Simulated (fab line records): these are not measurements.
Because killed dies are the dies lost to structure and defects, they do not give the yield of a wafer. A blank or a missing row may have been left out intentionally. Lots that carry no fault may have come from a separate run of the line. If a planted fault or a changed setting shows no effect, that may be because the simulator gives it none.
Which tool is to blame?    flow nandHarc    Sampling: 6 lots, 18 wafers, 4 of 1159 route steps

## WHAT THE GAUGES READ, wafer by wafer
NHARC_END_SORT_01.
lot   measured      on         killedAtArray
L624  day 20 03:16  prober-01  26 22 24
L627  day 20 18:53  prober-01  29 30 18
L634  day 22 11:58  prober-01  34 539 600
L638  day 23 23:53  prober-02  42 34 25
L643  day 24 22:11  prober-01  29 15 28
L645  day 25 15:50  prober-02  33 40 40

## WHICH TOOL RAN EACH LOT (tool, then ch and the chambers of the sampled wafers, then the start)
lot   NHARC_A_CONTACT_ETCH_92            NHARC_A_BLC_DESCUM_15              NHARC_A_BLC_ETCH_17
L624  rieDiel-09 ch 0,1,2, day 17 07:40  rieDiel-08 ch 0,1,3, day 17 18:46  rieDiel-08 ch 0,1, day 17 18:56
L627  rieDiel-07 ch 1,2,3, day 18 17:41  rieDiel-08 ch 0,2,3, day 19 00:41  rieDiel-08 ch 1,2,3, day 19 00:56
L634  rieDiel-09 ch 0,1,3, day 20 11:55  rieDiel-03 ch 0,1,2, day 20 15:24  rieDiel-03 ch 0,2,3, day 20 15:34
L638  rieDiel-09 ch 0,2,3, day 21 02:54  rieDiel-08 ch 0,1,2, day 21 15:52  rieDiel-08 ch 0,2,3, day 21 16:14
L643  rieDiel-07 ch 1,2,3, day 22 05:29  rieDiel-08 ch 0,2,3, day 22 09:32  rieDiel-08 ch 0,1,3, day 22 09:45
L645  rieDiel-10 ch 0,3, day 22 23:10    rieDiel-08 ch 0,1,3, day 23 03:23  rieDiel-08 ch 0,1,3, day 23 03:41
- NHARC_A_CONTACT_ETCH_92: etches the open film in CH3F/O2, target depth 40 nm, time 85.7 s.
- NHARC_A_BLC_DESCUM_15: chemistry O2, time 3 s.
- NHARC_A_BLC_ETCH_17: etches the open film in N2/H2, target depth 390 nm, time 609.38 s.

## THE ANSWER, worked out from the rows above alone
Rule: the lots themselves supply what counts as usual. The widest of any qualifying gaps counts: lots, ordered by their means at a reading, are off when they make up no more than a third of the lots, leave a main group of 4 or more, and stand apart from it by 3 or more times the standard deviation of that group's means. A main group is skipped when, at the precision printed for the reading in the tables above, its means are all equal. A lot without any number at a reading at which 4 lots or more have one is off too. The other lots that the step has rows for count as sound.
Off: L634 (NHARC_END_SORT_01, killedAtArray). Mean 29 and standard deviation 5.6 in the main group.
A tool fits if, at a process step before that reading, it ran every lot that is off, and no sound lot after the first of them. Those tools and the gauges at NHARC_END_SORT_01 are tried in the same way. One fits: rieDiel-03 at NHARC_A_BLC_DESCUM_15 and NHARC_A_BLC_ETCH_17. It ran no sound lot before its first lot that is off in this sample, so the start can't be narrowed down.

## WHAT WAS PUT IN BY THE SIMULATOR
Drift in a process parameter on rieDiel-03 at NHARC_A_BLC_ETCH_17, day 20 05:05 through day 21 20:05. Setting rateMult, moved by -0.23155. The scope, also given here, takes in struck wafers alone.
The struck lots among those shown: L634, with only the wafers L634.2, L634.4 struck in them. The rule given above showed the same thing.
